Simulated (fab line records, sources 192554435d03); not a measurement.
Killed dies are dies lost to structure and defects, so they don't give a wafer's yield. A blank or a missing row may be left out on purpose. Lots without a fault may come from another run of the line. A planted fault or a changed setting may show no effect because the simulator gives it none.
fab line records | flow n5_finfet
record lots=7 wafers=21
route steps=1938 shown BEOL_M0_SAQP@637 BEOL_M1@761 BEOL_M2@916 BEOL_M4@1028
start_h: hours from the record's first day to the start of the lot's first wafer shown | wait_h: hours since the lot's step before | " the same as in the row above | L1.1+2: a row that stands for several wafers | - no value, or no start given | * or withheld: withheld | < > ~ a bound
route shown NAME@n: a module of which the file shows steps, and the number in the route of the first | usual: mean/standard deviation of fault-free wafers | same: alike in all rows | chamber/n: place in a boat | sites: the reading at each site | _std_site: their standard deviation | _edge_site: outer sites' mean less inner sites' | radius_mm: how far each site lies from the wafer's centre | mask NAME#n: copy n | behind: the tool/chamber that last shaped the wafer | hold: why the lot was held/for how many hours/how that ended | device: the transistor (n, p or np) that didn't switch | end of line: the same wafers' tests at the end of the route | a step without rows: its recipe alone | killed: dies lost to structure and defects at the first sort, not the wafer's yield | map: a wafer's dies, x killed, . not, _ none there
set.NAME: the setting as run; set.NAME@STEP: as run at that earlier step | model.NAME: the simulator's own value behind a step, which no gauge read
lots whose settings were changed on purpose; a table a step, a row a wafer
## steps
# step N5_BEOL_M0_SAQP_PECVD_97
# recipe material=SiNx target_thk_a=230 temp_c=350 precursor=SiH4/NH3/N2 pressure_torr=1.5 rf_w=300 time_s=19.9
# columns lot.wafer tool chamber start_h wait_h set.time_s model.SiNx_of_BEOL_M0_SAQP_PECVD_97.thk_nm
L076.2 pecvd-02 2 121.87 0.0 21.19 24.4
L076.3 " 1 " " 21.19 24.2
L076.4 " 1 " " 21.19 24.6
L078.2 pecvd-02 1 128.72 0.0 19.9 23
L078.3 " 2 " " 19.9 23.2
L078.5 " 0 " " 19.9 23.6
L080.1 pecvd-04 1 142.70 0.0 19.9 23
L080.2 " 0 " " 17.48 20.4
L080.3 " 2 " " 17.48 20
L083.1 pecvd-04 1 166.12 0.0 19.9 23.2
L083.3 " 0 " " 22.55 26.6
L083.6 " 0 " " 19.9 23.6
L084.2 pecvd-04 0 170.26 0.0 19.9 22.6
L084.3+4 " 1,0 " " 19.9 23.2
L086.2 pecvd-04 1 179.98 0.0 17.89 20.6
L086.4 " 0 " " 19.9 23.2
L086.6 " 2 " " 19.9 23
L097.3+5 pecvd-02 1,0 249.37 0.0 19.9 23
L097.6 " 1 " " 19.9 23.2
# step N5_BEOL_M1_EXPOSE_08
# recipe mask_id=M1 na=0.33 source_shape=dipole sigma_inner=0.369 sigma_outer=0.767 polarization=unpolarized dose_mj=33
# columns lot.wafer tool chamber start_h wait_h mask set.dose_mj
L076.2 euv_scanner-01 0 136.44 - M1#0 30.94
L076.3+4 " 0 " " M1#0 33
L078.2+3+5 euv_scanner-01 0 143.08 - M1#0 33
L080.1+3 euv_scanner-01 0 159.08 - M1#0 33
L080.2 " 0 " " M1#0 30.65
L083.1+6 euv_scanner-02 0 181.33 - M1#0 33
L083.3 " 0 " " M1#0 31.06
L084.2 euv_scanner-01 0 184.14 - M1#0 33
L084.3+4 " 0 " " M1#0 31.59
L086.2+4+6 euv_scanner-02 0 196.53 - M1#0 33
L097.3+5+6 euv_scanner-02 0 260.71 - M1#0 33
# step N5_BEOL_M1_PEB_09
# recipe peb_temp_c=100 peb_time_s=60 resist=CAR-EUV
# step N5_BEOL_M1_DEVELOP_10
# recipe develop_time_s=30 developer=TMAH resist=CAR-EUV rinse_liquid=surfactant_rinse dry=air_spin dev_temp_c=23
# step N5_BEOL_M1_CD_MEAS_11
# recipe target_cd_nm=17.05 landing_energy_ev=500 detector=se_inlens polarity=opening
# usual cd_nm=17.03/0.23
# columns lot.wafer tool chamber start_h wait_h set.dose_mj@BEOL_M1_EXPOSE_08 cd_nm
L076.2 cd_sem-01 0 136.56 - 30.94 15.79
L076.3 " 0 " " 33 16.93
L076.4 " 0 " " 33 16.96
L078.2 cd_sem-01 0 143.20 - 33 17.05
L078.3 " 0 " " 33 17.03
L078.5 " 0 " " 33 17.23
L080.1 cd_sem-02 0 159.21 - 33 16.74
L080.2 " 0 " " 30.65 15.56
L080.3 " 0 " " 33 17.66
L083.1 cd_sem-01 0 181.46 - 33 17.23
L083.3 " 0 " " 31.06 15.80
L083.6 " 0 " " 33 16.78
L084.2 cd_sem-02 0 184.26 - 33 17.01
L084.3 " 0 " " 31.59 16.31
L084.4 " 0 " " 31.59 16.10
L086.2 cd_sem-03 0 196.65 - 33 17.60
L086.4 " 0 " " 33 17.11
L086.6 " 0 " " 33 16.97
L097.3 cd_sem-02 0 260.83 - 33 17.27
L097.5 " 0 " " 33 16.59
L097.6 " 0 " " 33 17.30
# step N5_BEOL_M1_DESCUM_16
# recipe chemistry=O2 time_s=7 source_power_w=50 bias_power_w=20 pressure_mtorr=20 rf_frequency_hz=2.712e+07 temp_c=40 resist=CAR-EUV o2_flow_sccm=225
# step N5_BEOL_M1_ETCH_74
# recipe chemistry=N2/H2 target=underlayer target_depth_a=65 mask_material=CAR-EUV time_s=5.2 ion_energy_ev=200 pressure_mtorr=30 source_w=840 bias_w=150 n2_flow_sccm=200 h2_flow_sccm=200 ends=cleared
# columns lot.wafer tool chamber start_h wait_h set.dose_mj@BEOL_M1_EXPOSE_08 model.BEOL_M1.cd_offset_nm
L076.2 rie_diel-01 2 136.98 0.0 30.94 -1.4
L076.3 " 1 " " 33 0
L076.4 " 2 " " 33 0.2
L078.2+3+5 rie_diel-01 2,1,2 143.41 0.0 33 0.2
L080.1+3 rie_diel-01 0,1 159.37 0.0 33 0
L080.2 " 3 " " 30.65 -1.6
L083.1+6 rie_diel-01 2,0 181.84 0.0 33 0
L083.3 " 3 " " 31.06 -1.2
L084.2 rie_diel-06 3 184.42 0.0 33 -0.2
L084.3 " 0 " " 31.59 -0.8
L084.4 " 1 " " 31.59 -1.2
L086.2 rie_diel-06 2 196.85 0.0 33 -0.2
L086.4+6 " 0,2 " " 33 0
L097.3+6 rie_diel-06 1,2 260.98 0.0 33 0.2
L097.5 " 3 " " 33 0
# step N5_BEOL_M1_ETCH_64
# recipe chemistry=N2/H2 target=SOC target_depth_a=750 overetch_a=150 mask_material=SiARC temp_c=40 time_s=112.5 ion_energy_ev=200 pressure_mtorr=30 source_w=840 bias_w=150 n2_flow_sccm=200 h2_flow_sccm=200
# usual rf_vpp_V=523.5/2.3
# columns lot.wafer tool chamber start_h wait_h set.source_w set.dose_mj@BEOL_M1_EXPOSE_08 rf_vpp_V model.BEOL_M1.cd_offset_nm model.SiARC_of_BEOL_M1_COAT_62.thk_nm
L076.2 rie_diel-01 2 137.03 0.0 972.5 30.94 501.2 -1 6.4
L076.3 " 1 " " 840 33 519.5 -0.2 6.8
L076.4 " 2 " " 972.5 33 498.9 0.4 6.4
L078.2 rie_diel-01 2 143.45 0.0 840 33 525.0 0.2 6.8
L078.3 " 1 " " 840 33 519.1 0 7
L078.5 " 2 " " 840 33 524.7 0.2 6.8
L080.1 rie_diel-01 0 159.41 0.0 908.5 33 509.2 0.4 6.6
L080.2 " 3 " " 908.5 30.65 511.5 -1.2 6.6
L080.3 " 1 " " 840 33 521.2 -0.2 7
L083.1 rie_diel-01 2 181.88 0.0 772.2 33 539.7 0 7
L083.3 " 3 " " 840 31.06 525.4 -1.4 6.6
L083.6 " 0 " " 772.2 33 536.5 0 7
L084.2 rie_diel-06 3 184.47 0.0 890 33 510.7 -0.2 6.8
L084.3 " 0 " " 890 31.59 517.6 -1 6.8
L084.4 " 1 " " 840 31.59 522.7 -1.2 7
L086.2 rie_diel-06 2 196.90 0.0 840 33 523.6 -0.2 6.8
L086.4 " 0 " " 690.3 33 559.7 -0.4 7.4
L086.6 " 2 " " 840 33 523.5 0 6.8
L097.3 rie_diel-06 1 261.03 0.0 840 33 522.4 0.4 6.8
L097.5 " 3 " " 840 33 519.2 0.2 7
L097.6 " 2 " " 840 33 525.0 0.2 6.8
# step N5_BEOL_M1_STRIP_65
# recipe chemistry=N2/H2 temp_c=40 n2_flow_sccm=200 h2_flow_sccm=200 rf_frequency_hz=6e+07
# step N5_BEOL_M1_STRIP_75
# recipe chemistry=N2/H2 temp_c=40 n2_flow_sccm=200 h2_flow_sccm=200 rf_frequency_hz=6e+07
# step N5_BEOL_M1_STRIP_66
# recipe chemistry=CF4 resist=SiARC power_w=300 bias_power_w=75 pressure_mtorr=50 cf4_flow_sccm=150 rf_frequency_hz=6e+07
# step N5_BEOL_M1_HM_OPEN_17
# recipe chemistry=Cl2/BCl3 target_depth_a=200 overetch_a=60 target=TiN mask_material=SOC ion_energy_ev=150 pressure_mtorr=10 icp_w=1000 bias_w=126 Cl2_flow_sccm=53.25 bcl3_flow_sccm=21.75 Ar_flow_sccm=25
# columns lot.wafer tool chamber start_h wait_h set.dose_mj@BEOL_M1_EXPOSE_08 model.BEOL_M1.cd_offset_nm
L076.2 rie_metal-01 1 137.20 0.0 30.94 -1.2
L076.3 " 0 " " 33 -0.2
L076.4 " 1 " " 33 0.4
L078.2+5 rie_metal-02 1,0 143.62 0.0 33 0.2
L078.3 " 1 " " 33 0
L080.1 rie_metal-01 1 159.58 0.0 33 0.6
L080.2 " 0 " " 30.65 -1.2
L080.3 " 0 " " 33 -0.2
L083.1 rie_metal-03 1 182.05 0.0 33 -0.2
L083.3 " 0 " " 31.06 -1.4
L083.6 " 1 " " 33 0
L084.2 rie_metal-01 0 184.64 0.0 33 0
L084.3 " 0 " " 31.59 -0.8
L084.4 " 1 " " 31.59 -1
L086.2+6 rie_metal-03 1 197.06 0.0 33 -0.2
L086.4 " 0 " " 33 -0.6
L097.3 rie_metal-02 0 261.23 0.1 33 0.4
L097.5+6 " 0,1 " " 33 0.2
# step N5_BEOL_M1_STRIP_19
# recipe chemistry=O2 power_w=400 temp_c=40 pressure_mtorr=30 rf_frequency_hz=6e+07 bias_power_w=0 overash_fraction=0.2 o2_flow_sccm=225
# step N5_BEOL_M1_CD_MEAS_18
# recipe pitch_nm=36 target_cd_nm=18
# usual cd_nm=18.0/0.31
# columns lot.wafer tool chamber start_h wait_h set.dose_mj@BEOL_M1_EXPOSE_08 cd_nm
L076.2 cd_sem-01 - 137.41 0.1 30.94 16.9
L076.3 " - " " 33 18.0
L076.4 " - " " 33 18.4
L078.2 cd_sem-03 - 143.98 0.1 33 18.5
L078.3 " - " " 33 17.8
L078.5 " - " " 33 18.3
L080.1 cd_sem-03 - 159.85 0.0 33 18.4
L080.2 " - " " 30.65 16.7
L080.3 " - " " 33 17.8
L083.1 cd_sem-02 - 182.23 0.0 33 17.7
L083.3 " - " " 31.06 16.2
L083.6 " - " " 33 17.7
L084.2 cd_sem-02 - 184.82 0.1 33 17.9
L084.3 " - " " 31.59 17.1
L084.4 " - " " 31.59 16.9
L086.2 cd_sem-01 - 197.32 0.1 33 17.6
L086.4 " - " " 33 17.1
L086.6 " - " " 33 17.8
L097.3 cd_sem-03 - 261.38 0.1 33 18.5
L097.5 " - " " 33 17.9
L097.6 " - " " 33 18.2
# step N5_BEOL_M2_SPUTTER_92
# recipe material=Cu target_thk_a=45 temp_c=-20 chamber_pressure_pa=0.07 power_w=withheld time_s=8.29
# columns lot.wafer tool chamber start_h wait_h set.time_s model.Cu_of_BEOL_M2_SPUTTER_92.thk_nm
L076.2 pvd_sputter-02 - 172.12 0.1 9.229 5
L076.3 " - " " 9.229 -
L076.4 " - " " 8.29 4.4
L078.2+3+5 pvd_sputter-01 - 177.86 0.1 8.29 4.6
L080.1+3 pvd_sputter-02 - 196.39 0.1 8.29 4.4
L080.2 " - " " 7.598 -
L083.1 pvd_sputter-02 - 243.05 0.1 9.215 4.6
L083.3+6 " - " " 9.215 -
L084.2 pvd_sputter-01 - 243.25 0.1 7.511 -
L084.3+4 " - " " 8.29 4.4
L086.2 pvd_sputter-01 - 270.70 0.1 8.779 -
L086.4 " - " " 8.779 4.8
L086.6 " - " " 8.29 4.6
L097.3 pvd_sputter-01 - 325.44 0.1 9.496 -
L097.5 " - " " 9.496 5
L097.6 " - " " 8.29 4.4
# step N5_BEOL_M4_COAT_05
# recipe resist=CAR-EUV spin_rpm=1500 resist_thk_nm=30
# columns lot.wafer tool chamber start_h wait_h set.spin_rpm model.CAR-EUV_of_BEOL_M4_COAT_05.thk_nm
L076.2+3+4 litho_track-05 0 - - 1500 30
L078.2+5 litho_track-05 0 - - 1500 30
L078.3 " 0 " " 1500 29.8
L080.1+2+3 litho_track-05 0 - - 1500 30
L083.1+6 litho_track-03 0 - - 1387 31.2
L083.3 " 0 " " 1500 30
L084.2+3+4 litho_track-03 0 - - 1500 30
L086.2 litho_track-05 0 - - 1500 29.8
L086.4 " 0 " " 1583 29
L086.6 " 0 " " 1583 29.2
L097.3+5+6 litho_track-03 0 - - 1500 30
# step N5_BEOL_M4_EXPOSE_08
# recipe mask_id=M4 na=0.33 source_shape=dipole sigma_inner=0.369 sigma_outer=0.767 polarization=unpolarized dose_mj=41.25
# columns lot.wafer tool chamber start_h wait_h mask set.dose_mj
L076.2+3+4 euv_scanner-02 0 195.77 - M4#0 41.25
L078.2+3+5 euv_scanner-02 0 198.28 - M4#0 41.25
L080.1+3 euv_scanner-01 0 209.90 - M4#0 39.02
L080.2 " 0 " " M4#0 41.25
L083.1+3+6 euv_scanner-01 0 267.01 - M4#0 41.25
L084.2+3+4 euv_scanner-01 0 292.53 - M4#0 41.25
L086.2+4+6 euv_scanner-01 0 310.88 - M4#0 41.25
L097.3+6 euv_scanner-01 0 350.42 - M4#0 41.25
L097.5 " 0 " " M4#0 40.25
# step N5_BEOL_M4_PEB_09
# recipe peb_temp_c=100 peb_time_s=60 resist=CAR-EUV
# step N5_BEOL_M4_DEVELOP_10
# recipe develop_time_s=30 developer=TMAH resist=CAR-EUV rinse_liquid=surfactant_rinse dry=air_spin dev_temp_c=23
# columns lot.wafer tool chamber start_h wait_h set.spin_rpm@BEOL_M4_COAT_05 model.CAR-EUV_of_BEOL_M4_COAT_05.thk_nm
L076.2+3+4 litho_track-02 0 - - 1500 29.6
L078.2 litho_track-02 0 - - 1500 29.6
L078.3+5 " 0 " " 1500 29.4
L080.1+2+3 litho_track-05 0 - - 1500 29.4
L083.1+6 litho_track-02 0 - - 1387 30.6
L083.3 " 0 " " 1500 29.6
L084.2+3+4 litho_track-05 0 - - 1500 29.6
L086.2 litho_track-02 0 - - 1500 29.4
L086.4+6 " 0 " " 1583 28.6
L097.3+5+6 litho_track-02 0 - - 1500 29.6
# step N5_BEOL_M4_DESCUM_16
# recipe chemistry=O2 time_s=7 source_power_w=50 bias_power_w=20 pressure_mtorr=20 rf_frequency_hz=2.712e+07 temp_c=40 resist=CAR-EUV o2_flow_sccm=225
# step N5_BEOL_M4_ETCH_74
# recipe chemistry=N2/H2 target=underlayer target_depth_a=65 mask_material=CAR-EUV time_s=5.2 ion_energy_ev=200 pressure_mtorr=30 source_w=840 bias_w=150 n2_flow_sccm=200 h2_flow_sccm=200 ends=cleared
# columns lot.wafer tool chamber start_h wait_h set.dose_mj@BEOL_M4_EXPOSE_08 model.BEOL_M4.cd_offset_nm
L076.2+3 rie_diel-02 3,2 196.31 0.0 41.25 0.2
L076.4 " 0 " " 41.25 0
L078.2+3+5 rie_diel-04 2,3,2 198.56 0.0 41.25 -0.2
L080.1+3 rie_diel-05 1,0 210.19 0.0 39.02 -1
L080.2 " 3 " " 41.25 0.2
L083.1 rie_diel-02 2 267.30 0.0 41.25 0.2
L083.3+6 " 1,2 " " 41.25 0
L084.2+4 rie_diel-02 1,3 292.83 0.0 41.25 -0.2
L084.3 " 0 " " 41.25 0
L086.2+4+6 rie_diel-04 2,3,3 311.16 0.0 41.25 0
L097.3+6 rie_diel-02 3,1 350.70 0.0 41.25 0
L097.5 " 0 " " 40.25 -0.4
# step N5_BEOL_M4_ETCH_63
# recipe chemistry=CF4 target=SiARC target_depth_a=156 mask_material=CAR-EUV time_s=26 ion_energy_ev=80 pressure_mtorr=40 source_w=545 bias_w=36 Ar_flow_sccm=100 cf4_flow_sccm=100 ends=cleared
# columns lot.wafer tool chamber start_h wait_h set.dose_mj@BEOL_M4_EXPOSE_08 model.BEOL_M4.cd_offset_nm
L076.2 rie_diel-02 3 196.33 0.0 41.25 0.2
L076.3 " 2 " " 41.25 0.4
L076.4 " 0 " " 41.25 0
L078.2+3+5 rie_diel-04 2,3,2 198.58 0.0 41.25 -0.2
L080.1+3 rie_diel-05 1,0 210.21 0.0 39.02 -1
L080.2 " 3 " " 41.25 0.2
L083.1+3 rie_diel-02 2,1 267.32 0.0 41.25 0.2
L083.6 " 2 " " 41.25 0
L084.2 rie_diel-02 1 292.84 0.0 41.25 -0.2
L084.3+4 " 0,3 " " 41.25 0
L086.2+4 rie_diel-04 2,3 311.18 0.0 41.25 0
L086.6 " 3 " " 41.25 0.2
L097.3 rie_diel-02 3 350.72 0.0 41.25 0.2
L097.5 " 0 " " 40.25 -0.4
L097.6 " 1 " " 41.25 0
# step N5_BEOL_M4_ETCH_64
# recipe chemistry=N2/H2 target=SOC target_depth_a=750 overetch_a=225 mask_material=SiARC temp_c=40 time_s=121.9 ion_energy_ev=200 pressure_mtorr=30 source_w=840 bias_w=150 n2_flow_sccm=200 h2_flow_sccm=200
# columns lot.wafer tool chamber start_h wait_h set.dose_mj@BEOL_M4_EXPOSE_08 model.BEOL_M4.cd_offset_nm
L076.2+3+4 rie_diel-02 3,2,0 196.36 0.0 41.25 0.2
L078.2+5 rie_diel-04 2 198.60 0.0 41.25 0
L078.3 " 3 " " 41.25 -0.2
L080.1 rie_diel-05 1 210.23 0.0 39.02 -1
L080.2 " 3 " " 41.25 0.2
L080.3 " 0 " " 39.02 -0.8
L083.1 rie_diel-02 2 267.34 0.0 41.25 0.2
L083.3 " 1 " " 41.25 0
L083.6 " 2 " " 41.25 -0.2
L084.2+3+4 rie_diel-02 1,0,3 292.87 0.0 41.25 0
L086.2+4 rie_diel-04 2,3 311.21 0.0 41.25 0
L086.6 " 3 " " 41.25 0.2
L097.3 rie_diel-02 3 350.74 0.0 41.25 0.2
L097.5 " 0 " " 40.25 -0.2
L097.6 " 1 " " 41.25 0
# step N5_BEOL_M4_STRIP_65
# recipe chemistry=N2/H2 temp_c=40 n2_flow_sccm=200 h2_flow_sccm=200 rf_frequency_hz=6e+07
# step N5_BEOL_M4_STRIP_75
# recipe chemistry=N2/H2 temp_c=40 n2_flow_sccm=200 h2_flow_sccm=200 rf_frequency_hz=6e+07
# step N5_BEOL_M4_STRIP_66
# recipe chemistry=CF4 resist=SiARC power_w=300 bias_power_w=75 pressure_mtorr=50 cf4_flow_sccm=150 rf_frequency_hz=6e+07
# step N5_BEOL_M4_HM_OPEN_17
# recipe chemistry=Cl2/BCl3 target_depth_a=200 overetch_a=60 target=TiN mask_material=SOC ion_energy_ev=150 pressure_mtorr=10 icp_w=1000 bias_w=126 Cl2_flow_sccm=53.25 bcl3_flow_sccm=21.75 Ar_flow_sccm=25
# columns lot.wafer tool chamber start_h wait_h set.dose_mj@BEOL_M4_EXPOSE_08 model.BEOL_M4.cd_offset_nm
L076.2 rie_metal-03 1 196.53 0.0 41.25 0
L076.3+4 " 1,0 " " 41.25 0.2
L078.2+3+5 rie_metal-02 1,0,1 198.78 0.0 41.25 0
L080.1 rie_metal-01 1 210.41 0.0 39.02 -1
L080.2 " 0 " " 41.25 0.4
L080.3 " 1 " " 39.02 -0.8
L083.1 rie_metal-02 0 267.52 0.0 41.25 0.2
L083.3 " 0 " " 41.25 0
L083.6 " 0 " " 41.25 -0.2
L084.2 rie_metal-01 0 293.04 0.0 41.25 -0.2
L084.3+4 " 0,1 " " 41.25 0
L086.2 rie_metal-01 1 311.41 0.1 41.25 -0.2
L086.4+6 " 1 " " 41.25 0
L097.3 rie_metal-01 0 350.95 0.1 41.25 0.4
L097.5 " 1 " " 40.25 -0.2
L097.6 " 0 " " 41.25 0.2
## key
split step=N5_BEOL_M0_SAQP_PECVD_97 setting=time_s stated=19.9 by=wafer
response step=N5_BEOL_M0_SAQP_PECVD_97 reading=model.SiNx_of_BEOL_M0_SAQP_PECVD_97.thk_nm change=+0.239 per=1% r=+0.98
split step=N5_BEOL_M1_EXPOSE_08 setting=dose_mj stated=33 by=wafer
response step=N5_BEOL_M1_CD_MEAS_11 reading=cd_nm change=+0.207 per=1% r=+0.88
response step=N5_BEOL_M1_ETCH_74 reading=model.BEOL_M1.cd_offset_nm change=+0.219 per=1% r=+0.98
response step=N5_BEOL_M1_ETCH_64 reading=model.BEOL_M1.cd_offset_nm change=+0.198 per=1% r=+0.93
response step=N5_BEOL_M1_HM_OPEN_17 reading=model.BEOL_M1.cd_offset_nm change=+0.208 per=1% r=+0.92
response step=N5_BEOL_M1_CD_MEAS_18 reading=cd_nm change=+0.209 per=1% r=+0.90
split step=N5_BEOL_M1_ETCH_64 setting=source_w stated=840 by=wafer
response step=N5_BEOL_M1_ETCH_64 reading=rf_vpp_V change=-1.63 per=1% r=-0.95
response step=N5_BEOL_M1_ETCH_64 reading=model.SiARC_of_BEOL_M1_COAT_62.thk_nm change=-0.0337 per=1% r=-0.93
split step=N5_BEOL_M2_SPUTTER_92 setting=time_s stated=8.29 by=wafer
response step=N5_BEOL_M2_SPUTTER_92 reading=model.Cu_of_BEOL_M2_SPUTTER_92.thk_nm change=+0.0446 per=1% r=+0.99
split step=N5_BEOL_M4_COAT_05 setting=spin_rpm stated=1500 by=wafer
response step=N5_BEOL_M4_COAT_05 reading=model.CAR-EUV_of_BEOL_M4_COAT_05.thk_nm change=-0.148 per=1% r=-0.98
response step=N5_BEOL_M4_DEVELOP_10 reading=model.CAR-EUV_of_BEOL_M4_COAT_05.thk_nm change=-0.137 per=1% r=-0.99
split step=N5_BEOL_M4_EXPOSE_08 setting=dose_mj stated=41.25 by=wafer
response step=N5_BEOL_M4_ETCH_74 reading=model.BEOL_M4.cd_offset_nm change=+0.212 per=1% r=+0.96
response step=N5_BEOL_M4_ETCH_63 reading=model.BEOL_M4.cd_offset_nm change=+0.219 per=1% r=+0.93
response step=N5_BEOL_M4_ETCH_64 reading=model.BEOL_M4.cd_offset_nm change=+0.19 per=1% r=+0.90
response step=N5_BEOL_M4_HM_OPEN_17 reading=model.BEOL_M4.cd_offset_nm change=+0.235 per=1% r=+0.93
